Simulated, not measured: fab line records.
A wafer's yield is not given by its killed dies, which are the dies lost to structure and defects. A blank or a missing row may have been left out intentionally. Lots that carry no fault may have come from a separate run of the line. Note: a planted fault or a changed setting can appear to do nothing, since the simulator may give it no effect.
Chamber matching    flow nand_harc    NHARC_P_CONTACT_CMP_01 on cmp-04: 4 sister chambers
The step polishes SiO2, target thk 200 nm. 16 wafers are shown with their chamber, then 8 later ones without.

WAFERS WITH THEIR CHAMBER
wafer   chamber  motor_current_A (A)  slurry_filter_dp_kPa (kPa)
L081.1  3        10.5                 13.40
L081.3  1        12.8                 13.51
L081.5  2        12.3                 13.97
L082.2  1        12.8                 13.37
L082.4  0        12.0                 13.65
L082.5  3        10.5                 13.71
L085.1  2        11.9                 13.64
L085.2  1        12.8                 13.39
L085.5  3        10.4                 13.13
L086.1  3        10.9                 13.61
L086.2  2        12.0                 13.68
L086.5  1        13.2                 13.63
L087.2  2        12.1                 13.42
L087.5  2        12.0                 13.26
L087.6  3        10.6                 13.35
L089.2  2        12.1                 13.45

SIGNATURES, as means of the wafers listed above
reading               chamber 0  chamber 1  chamber 2  chamber 3  scatter within a chamber
motor_current_A       12.000     12.900     12.067     10.580     0.174
slurry_filter_dp_kPa  13.6500    13.4750    13.5700    13.4400    0.216
Rule: for each reading, subtract the chamber's mean from the wafer's reading, divide by that reading's scatter and square the result; add these up over the readings and take the root, which gives the wafer's distance from the chamber. The wafer belongs to the nearest chamber; if the next one is less than 2 further off, it can't be placed. The scatter: the root of (the sum of the squares of (reading less its chamber's mean) over the shown wafers, divided by (wafers less chambers)).

WAFERS WHOSE CHAMBER IS MISSING
wafer   motor_current_A (A)  slurry_filter_dp_kPa (kPa)
L089.4  10.6                 13.46
L089.5  10.8                 13.60
L092.1  12.2                 13.69
L092.4  10.9                 13.62
L092.6  12.8                 13.45
L095.3  10.9                 13.36
L095.4  11.8                 13.67
L095.5  11.6                 13.59

WHICH CHAMBER EACH ONE RAN IN
wafer   from the rows above      in truth
L089.4  3                        3
L089.5  3                        3
L092.1  can't be placed: 2 or 0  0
L092.4  3                        3
L092.6  1                        1
L095.3  3                        3
L095.4  can't be placed: 0 or 2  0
L095.5  can't be placed: 0 or 2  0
5 of 8 placed correctly. Unplaceable from these rows: 3, with the true chamber sitting among the candidates in 3. Number placed wrongly: 0.
